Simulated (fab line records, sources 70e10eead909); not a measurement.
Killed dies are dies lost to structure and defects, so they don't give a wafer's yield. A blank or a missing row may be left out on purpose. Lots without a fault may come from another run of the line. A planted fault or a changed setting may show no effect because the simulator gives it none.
fab line records | flow nand_harc
record lots=14 wafers=42 last_day=33
route steps=1302 shown A_CHANNEL_HOLE_D2@588 A_CHANNEL_FILL_D2@637 A_STAIRCASE@651
lots that met no fault: from a run of the same line without faults
start_h: hours from the record's first day to the start of the lot's first wafer shown | wait_h: hours since the lot's step before | " the same as in the row above | L1.1+2: a row that stands for several wafers | - no value, or no start given | * or withheld: withheld | < > ~ a bound
route shown NAME@n: a module of which the file shows steps, and the number in the route of the first | usual: mean/standard deviation of fault-free wafers | same: alike in all rows | chamber/n: place in a boat | sites: the reading at each site | _std_site: their standard deviation | _edge_site: outer sites' mean less inner sites' | radius_mm: how far each site lies from the wafer's centre | mask NAME#n: copy n | behind: the tool/chamber that last shaped the wafer | hold: why the lot was held/for how many hours/how that ended | device: the transistor (n, p or np) that didn't switch | end of line: the same wafers' tests at the end of the route | a step without rows: its recipe alone | killed: dies lost to structure and defects at the first sort, not the wafer's yield | map: a wafer's dies, x killed, . not, _ none there
set.NAME: the setting as run; set.NAME@STEP: as run at that earlier step | model.NAME: the simulator's own value behind a step, which no gauge read
steps of the route over a sample of lots; a table a step, a row a wafer
services: from which hour (start_h, from the record's first day; less than 0 if before it) a tool's chamber was out of use, for how many hours, and why
## steps
# step NHARC_A_CHANNEL_HOLE_D2_ETCH_34
# recipe target_depth_a=1540 time_s=77 cf4_flow_sccm=100 chf3_flow_sccm=30 ar_flow_sccm=0 rf_w=500 bias_w=200 chemistry=CF4/CHF3
# usual bias_w=199.9/0.65 drypump_motor_current_A=5.7/0.54 oes_product_au=0.957/0.021 rf_vpp_V=371.2/2.2 showerhead_plenum_p_Torr=1.59/0.062 throttle_valve_pct=16.802/0.0083
# columns lot.wafer tool chamber start_h wait_h bias_w drypump_motor_current_A oes_product_au rf_hours_counter_h rf_vpp_V showerhead_plenum_p_Torr throttle_valve_pct
L201.2 rie_diel-12 3 - - 199.1 5.1 0.926 0.4 372.9 1.62 16.803
L201.1 " 0 " " 200.2 5.9 0.971 0.4 369.2 1.54 16.792
L201.5 " 0 " " 200.4 5.9 0.982 - 369.6 1.54 16.802
L203.1 rie_diel-12 0 - - 199.8 5.9 0.963 1.7 368.4 1.54 16.801
L203.3 " 1 " " 200.2 5.8 0.979 2.6 370.1 1.53 16.798
L203.6 " 3 " " 201.6 5.1 0.934 - 372.6 1.62 16.796
L204.1 rie_diel-04 2 - - 200.8 4.7 0.968 8.0 366.8 1.49 16.817
L204.2 " 1 " " 200.5 6.1 0.955 7.8 372.4 1.64 16.807
L204.5 " 3 " " 199.6 5.9 0.955 - 372.0 1.61 16.813
L208.2 rie_diel-12 3 - - 199.5 5.1 0.946 5.4 370.2 1.62 16.801
L208.4 " 1 " " 200.2 5.8 0.978 5.8 369.6 1.53 16.803
L208.5 " 2 " " 199.9 5.6 0.958 - 368.6 1.56 16.814
L209.4 rie_diel-12 0 - - 198.9 5.9 0.976 5.0 370.2 1.53 16.807
L209.2 " 2 " " 200.1 5.6 0.955 7.3 370.2 1.56 16.787
L209.6 " 3 " " 200.3 5.1 0.940 - 372.3 1.62 16.799
L210.2 rie_diel-04 2 - - 200.2 4.7 0.964 0.9 367.7 1.49 16.777
L210.3 " 3 " " 200.1 5.9 0.959 1.0 371.4 1.61 16.792
L210.5 " 2 " " 200.7 4.7 0.971 - 368.0 1.49 16.819
L212.3 rie_diel-11 3 - - 199.7 5.1 0.955 7.1 373.8 1.67 16.821
L212.1 " 1 " " 200.2 6.1 0.948 6.3 368.8 1.52 16.811
L212.6 " 3 " " 200.2 5.1 0.956 - 374.2 1.67 16.813
L213.2 rie_diel-04 0 - - 199.7 5.7 0.922 1.1 370.3 1.56 16.804
L213.4 " 1 " " 199.9 6.2 0.915 1.9 372.9 1.64 16.796
L213.6 " 3 " " 199.9 5.9 0.940 - 371.1 1.61 16.796
L214.1 rie_diel-12 0 - - 200.4 5.9 0.982 8.0 369.9 1.53 16.802
L214.2 " 2 " " 198.8 5.6 0.974 10.7 369.9 1.56 16.794
L214.6 " 0 " " 199.6 5.9 0.979 - 368.1 1.53 16.803
L216.4 rie_diel-04 2 - - 200.8 4.7 0.983 3.2 368.6 1.48 16.803
L216.2 " 3 " " 199.8 5.9 0.966 3.7 373.0 1.61 16.807
L216.5 " 1 " " 199.8 6.1 0.973 - 371.8 1.64 16.801
L215.3 rie_diel-11 1 - - 200.7 6.1 0.954 0.5 368.8 1.52 16.793
L215.6 " 3 " " 200.1 5.1 0.981 - 374.3 1.67 16.812
L215.5 " 0 " " 199.4 6.7 0.956 - 372.2 1.62 16.788
L219.1 rie_diel-12 0 - - 199.7 5.9 0.970 0.4 369.8 1.53 16.809
L219.3 " 1 " " 199.8 5.8 0.953 0.4 369.1 1.53 16.813
L219.5 " 3 " " 199.5 5.1 0.928 - 371.6 1.62 16.816
L223.6 rie_diel-11 0 - - 199.8 6.6 0.966 - 373.2 1.62 16.790
L223.5 " 2 " " 200.0 6.0 0.974 - 373.6 1.69 16.800
L223.4 " 3 " " 199.7 5.1 0.960 - 373.2 1.67 16.797
L224.3 rie_diel-12 2 - - 200.4 5.6 0.943 4.1 371.4 1.55 16.805
L224.1 " 3 " " 200.3 5.1 0.948 4.2 372.4 1.62 16.800
L224.4 " 1 " " 200.0 5.8 0.976 4.1 368.7 1.53 16.810
# step NHARC_A_CHANNEL_HOLE_D2_ETCH_24
# recipe bias_v=5000 source_w=withheld pressure_mtorr=20 time_s=906.2 ar_flow_sccm=375 c4f8_flow_sccm=93.8 o2_flow_sccm=31.2 temp_c=-20 target_depth_a=15000 chemistry=C4F8/O2/Ar
# usual drypump_motor_current_A=6.02/0.27 showerhead_plenum_p_Torr=3.71/0.097 temp_c=-20.01/0.096 throttle_valve_pct=32.236/0.0082
# columns lot.wafer tool chamber start_h wait_h drypump_motor_current_A rf_hours_counter_h showerhead_plenum_p_Torr temp_c throttle_valve_pct
L201.1 har_etch-02 0 290.69 0.6 5.56 361 3.73 -20.06 32.231
L201.2 " 1 " " 6.13 361 3.61 -19.86 32.226
L201.5 " 1 " " 6.15 - 3.61 -19.90 32.237
L203.1 har_etch-01 0 311.95 0.6 6.16 159 3.69 -20.15 32.245
L203.3 " 1 " " 6.17 - 3.69 -20.01 32.233
L203.6 " 1 " " 6.17 - 3.69 -20.00 32.236
L204.1 har_etch-02 0 327.49 0.6 5.55 376 3.72 -20.07 32.248
L204.2 " 1 " " 6.20 376 3.60 -19.82 32.226
L204.5 " 1 " " 6.21 - 3.60 -19.76 32.250
L208.2 har_etch-01 0 365.96 0.6 6.17 190 3.67 -20.10 32.226
L208.4 " 0 " " 6.17 - 3.67 -20.08 32.241
L208.5 " 0 " " 6.16 - 3.67 -19.92 32.237
L209.2 har_etch-01 1 369.97 0.6 6.20 193 3.67 -19.88 32.250
L209.4 " 0 " " 6.15 - 3.67 -20.06 32.228
L209.6 " 0 " " 6.15 - 3.67 -19.95 32.243
L210.2 har_etch-02 0 396.25 0.6 5.56 2 3.70 -20.05 32.228
L210.3 " 1 " " 6.17 - 3.93 -19.99 32.236
L210.5 " 0 " " 5.55 - 3.70 -20.04 32.230
L212.1 har_etch-02 1 400.29 0.6 6.12 6 3.92 -19.98 32.239
L212.3 " 1 " " 6.17 - 3.92 -20.01 32.232
L212.6 " 0 " " 5.54 - 3.69 -20.09 32.246
L213.2 har_etch-01 0 416.51 0.6 6.16 224 3.65 -20.16 32.245
L213.4 " 1 " " 6.19 - 3.65 -20.11 32.235
L213.6 " 1 " " 6.20 - 3.65 -19.99 32.235
L214.1 har_etch-01 0 422.57 0.6 6.15 228 3.65 -19.95 32.242
L214.2 " 1 " " 6.20 228 3.65 -20.01 32.231
L214.6 " 0 " " 6.15 - 3.65 -19.94 32.244
L216.2 har_etch-01 1 434.74 0.6 6.19 236 3.65 -19.86 32.251
L216.4 " 1 " " 6.18 - 3.65 -20.02 32.249
L216.5 " 1 " " 6.20 - 3.65 -20.10 32.236
L215.3 har_etch-02 1 458.67 0.6 6.21 - 3.91 -20.06 32.224
L215.6 " 0 " " 5.56 - 3.68 -19.92 32.228
L215.5 " 1 " " 6.15 - 3.90 -20.05 32.244
L219.1 har_etch-02 1 469.03 0.6 6.17 48 3.90 -19.90 32.226
L219.3 " 0 " " 5.52 - 3.67 -19.92 32.230
L219.5 " 0 " " 5.55 - 3.67 -19.97 32.266
L223.4 har_etch-01 1 515.07 0.6 6.23 - 3.63 -20.04 32.226
L223.5 " 0 " " 6.16 - 3.63 -20.05 32.233
L223.6 " 1 " " 6.22 - 3.63 -20.04 32.241
L224.1 har_etch-02 0 528.20 0.6 5.53 78 3.65 -19.99 32.226
L224.4 " 0 " " 5.55 - 3.66 -19.91 32.235
L224.3 " 1 " " 6.15 - 3.88 -20.07 32.230
# step NHARC_A_CHANNEL_FILL_D2_RTA_24
# recipe temp_c=1000 time_s=5
# usual anneal_temp_c_max=1005.6/1.3 lamp_power_pct=29.40/0.069 lamp_zone_2_pct=29.40/0.07 wafer_temp_C_max=1006.8/2.3
# columns lot.wafer tool chamber start_h wait_h anneal_temp_c_max lamp_power_pct lamp_zone_2_pct wafer_temp_C_max
L201.1 rtp_anneal-01 0 341.02 0.2 1006.4 29.46 29.48 1010.2
L201.2 " 0 " " 1006.6 29.46 29.48 1006.0
L201.5 " 0 " " 1007.8 29.48 29.48 1006.4
L203.1 rtp_anneal-01 0 359.90 0.1 1004.6 29.43 29.45 1008.4
L203.3 " 0 " " 1009.0 29.45 29.45 1010.6
L203.6 " 0 " " 1004.7 29.43 29.40 1008.6
L204.1 rtp_anneal-01 0 384.10 0.0 1004.9 29.44 29.39 1009.1
L204.2 " 0 " " 1007.4 29.45 29.46 1009.4
L204.5 " 0 " " 1008.2 29.46 29.42 1007.5
L208.2 rtp_anneal-01 0 417.90 0.1 1006.2 29.43 29.48 1007.8
L208.4 " 0 " " 1005.6 29.48 29.43 1005.7
L208.5 " 0 " " 1005.9 29.43 29.47 1008.1
L209.2 rtp_anneal-02 0 423.97 0.1 1003.0 29.32 29.37 1005.9
L209.4 " 0 " " 1003.7 29.31 29.36 1004.2
L209.6 " 0 " " 1003.1 29.34 29.35 1004.4
L210.2 rtp_anneal-01 0 449.76 0.1 1006.9 29.42 29.45 1008.1
L210.3 " 0 " " 1005.8 29.47 29.43 1008.9
L210.5 " 0 " " 1006.3 29.45 29.42 1008.4
L212.1 rtp_anneal-01 0 453.38 0.0 1005.8 29.47 29.36 1007.2
L212.3 " 0 " " 1005.8 29.47 29.44 1008.4
L212.6 " 0 " " 1007.1 29.44 29.46 1006.8
L213.2 rtp_anneal-02 0 470.64 0.1 1005.5 29.26 29.31 1004.1
L213.4 " 0 " " 1003.7 29.28 29.25 1003.8
L213.6 " 0 " " 1005.2 29.34 29.32 1002.8
L214.1 rtp_anneal-01 - 477.17 0.0 - - - -
L214.2 " - " " - - - -
L214.6 " - " " - - - -
L216.2 rtp_anneal-01 - 492.07 0.1 - - - -
L216.4 " - " " - - - -
L216.5 " - " " - - - -
L215.3 rtp_anneal-01 0 509.08 0.1 1007.5 29.48 29.48 1010.9
L215.5 " 0 " " 1007.1 29.51 29.48 1007.5
L215.6 " 0 " " 1005.6 29.45 29.47 1007.3
L219.1 rtp_anneal-02 0 522.18 0.0 1003.6 29.33 29.31 1003.3
L219.3 " 0 " " 1005.0 29.32 29.33 1002.6
L219.5 " 0 " " 1003.9 29.35 29.39 1003.6
L223.4 rtp_anneal-01 0 567.63 0.1 1006.1 29.40 29.44 1010.1
L223.5 " 0 " " 1005.8 29.40 29.42 1007.7
L223.6 " 0 " " 1004.9 29.44 29.44 1008.7
L224.1 rtp_anneal-01 0 580.10 0.0 1005.5 29.46 29.45 1005.4
L224.3 " 0 " " 1006.8 29.43 29.47 1007.6
L224.4 " 0 " " 1005.9 29.42 29.44 1008.1
# step NHARC_A_STAIRCASE_ETCH_169
# recipe target_depth_a=500 time_s=107.1 ion_energy_ev=120 ch3f_flow_sccm=50 o2_flow_sccm=30 ar_flow_sccm=200 rf_w=500 bias_w=100 chemistry=CH3F/O2
# usual bias_w=100.00/0.29 drypump_motor_current_A=5.7/0.49 oes_product_au=0.963/0.021 rf_vpp_V=244.2/1.3 showerhead_plenum_p_Torr=2.45/0.059 throttle_valve_pct=20.664/0.0086
# columns lot.wafer tool chamber start_h wait_h bias_w drypump_motor_current_A oes_product_au rf_hours_counter_h rf_vpp_V showerhead_plenum_p_Torr throttle_valve_pct
L201.1 rie_diel-01 3 342.36 0.1 100.14 5.6 0.989 40 244.0 2.43 20.676
L201.2 " 2 " " 99.77 5.3 0.972 44 244.8 2.46 20.653
L201.5 " 3 " " 99.90 5.6 0.989 - 243.4 2.43 20.669
L203.3 rie_diel-13 2 362.54 1.1 99.55 5.9 0.925 4 243.3 2.40 20.657
L203.1 " 3 " " 100.14 6.2 0.920 4 243.7 2.43 20.666
L203.6 " 0 " " 99.73 5.4 0.938 - 244.2 2.49 20.663
L204.2 rie_diel-07 2 385.43 0.1 100.36 6.2 0.973 31 244.3 2.40 20.669
L204.1 " 3 " " 99.77 5.0 0.956 22 244.4 2.44 20.660
L204.5 " 3 " " 100.62 5.0 0.962 - 245.0 2.44 20.663
L208.2 rie_diel-07 0 419.21 0.1 100.13 5.6 0.984 40 245.6 2.56 20.658
L208.4 " 2 " " 99.82 6.2 0.966 41 243.4 2.40 20.664
L208.5 " 0 " " 100.42 5.5 0.978 - 245.0 2.56 20.657
L209.4 rie_diel-07 0 425.93 0.6 99.64 5.6 0.917 43 246.3 2.56 20.675
L209.2 " 2 " " 99.73 6.2 0.931 45 244.2 2.40 20.659
L209.6 " 0 " " 100.04 5.6 0.930 - 245.8 2.56 20.688
L210.2 rie_diel-13 3 450.94 0.1 99.89 6.2 0.957 34 244.9 2.42 20.658
L210.3 " 1 " " 99.93 5.6 0.978 32 245.2 2.39 20.655
L210.5 " 3 " " 99.96 6.2 0.962 - 243.6 2.42 20.665
L212.3 rie_diel-13 0 454.58 0.1 99.82 5.4 0.968 35 244.6 2.48 20.670
L212.1 " 1 " " 100.08 5.7 0.989 34 241.9 2.39 20.658
L212.6 " 1 " " 99.99 5.7 0.989 - 241.1 2.39 20.658
L213.2 rie_diel-13 1 472.69 0.1 100.23 5.6 0.998 43 243.4 2.38 20.685
L213.4 " 2 " " 99.74 5.9 0.962 46 244.2 2.39 20.657
L213.6 " 0 " " 99.95 5.4 0.964 - 243.8 2.47 20.669
L215.3 rie_diel-01 1 510.37 0.1 100.37 4.8 0.964 38 242.6 2.42 20.656
L215.5 " 0 " " 100.03 6.3 1.014 - 244.0 2.36 20.665
L215.6 " 1 " " 100.34 4.8 0.983 - 244.2 2.42 20.655
L219.3 rie_diel-07 2 523.51 0.1 100.03 6.2 0.964 14 244.0 2.39 20.660
L219.1 " 0 " " 100.35 5.5 0.993 10 245.2 2.55 20.660
L219.5 " 3 " " 100.17 5.0 0.964 - 244.1 2.43 20.666
L223.4 rie_diel-07 2 568.76 0.1 99.77 6.2 0.981 29 242.7 2.38 20.671
L223.5 " 1 " " 100.24 6.3 0.987 - 245.2 2.50 20.667
L223.6 " 2 " " 100.15 6.2 0.987 - 242.9 2.38 20.665
L224.4 rie_diel-07 3 581.30 0.1 99.92 5.0 0.913 29 243.3 2.42 20.670
L224.1 " 1 " " 100.24 6.3 0.930 35 244.7 2.50 20.658
L224.3 " 2 " " 99.19 6.2 0.914 33 243.2 2.38 20.668
## services
# columns tool chamber start_h hours kind
rie_diel-12 - 268.40 9.0 pm
rie_diel-11 1 271.01 10.4 repair
rie_diel-13 0 279.24 4.7 repair
rie_diel-11 3 280.69 7.5 repair
rie_diel-07 - 294.20 9.0 pm
rie_diel-04 0 298.71 7.4 repair
rie_diel-07 3 334.27 14.8 repair
rie_diel-04 1 339.61 9.7 repair
rie_diel-13 - 342.00 9.0 pm
rie_diel-04 - 354.97 9.0 pm
rtp_anneal-01 - 372.00 12.0 pm
rie_diel-12 1 373.98 2.8 repair
har_etch-02 - 377.00 17.0 pm
rie_diel-07 - 377.09 0.3 repair
rie_diel-04 0 379.01 8.6 repair
rie_diel-13 3 393.56 9.1 repair
rie_diel-11 - 432.50 9.0 pm
rie_diel-12 - 445.40 9.0 pm
rie_diel-11 - 463.34 0.4 repair
rie_diel-04 2 471.33 2.9 repair
rie_diel-07 - 471.41 9.0 pm
rie_diel-12 1 505.49 7.7 repair
rie_diel-13 - 519.00 9.0 pm
rie_diel-04 - 531.97 9.0 pm
## key
first_sign step=NHARC_A_CHANNEL_FILL_D2_RTA_24 reading=tool_record direction=missing
effect none on later readings
met_at NHARC_A_CHANNEL_FILL_D2_RTA_24
struck_lots L214,L216
later_rows_left_out L214.1,L214.2,L214.6,L216.2,L216.4,L216.5
sort_left_out L214.1,L214.2,L214.6,L216.2,L216.4,L216.5
tester_left_out L214,L216
not_acting_at NHARC_A_CHANNEL_HOLE_D2_ETCH_34,NHARC_A_CHANNEL_HOLE_D2_ETCH_24,NHARC_A_STAIRCASE_ETCH_169
onset_between 453.38 477.17
fault kind=skipped_step_whole tool=rtp_anneal-01 chamber=- onset_h=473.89 steps=NHARC_A_CHANNEL_FILL_D2_RTA_24 scope=struck_lots_only
# tester_left_out: of these lots the tester's yield and bins aren't shown, on N5 and GAA mostly nor the transistor test; their killed dies are dies lost to structure and defects alone, not to doping, threshold or leakage, so they don't give the yield
# sort_left_out: the simulated sort isn't trusted on such a fault, so these wafers' sort isn't shown, and their yield isn't known
# later_rows_left_out: the simulator's readings of these wafers behind a module that went badly wrong aren't trusted and aren't shown, but for the sort
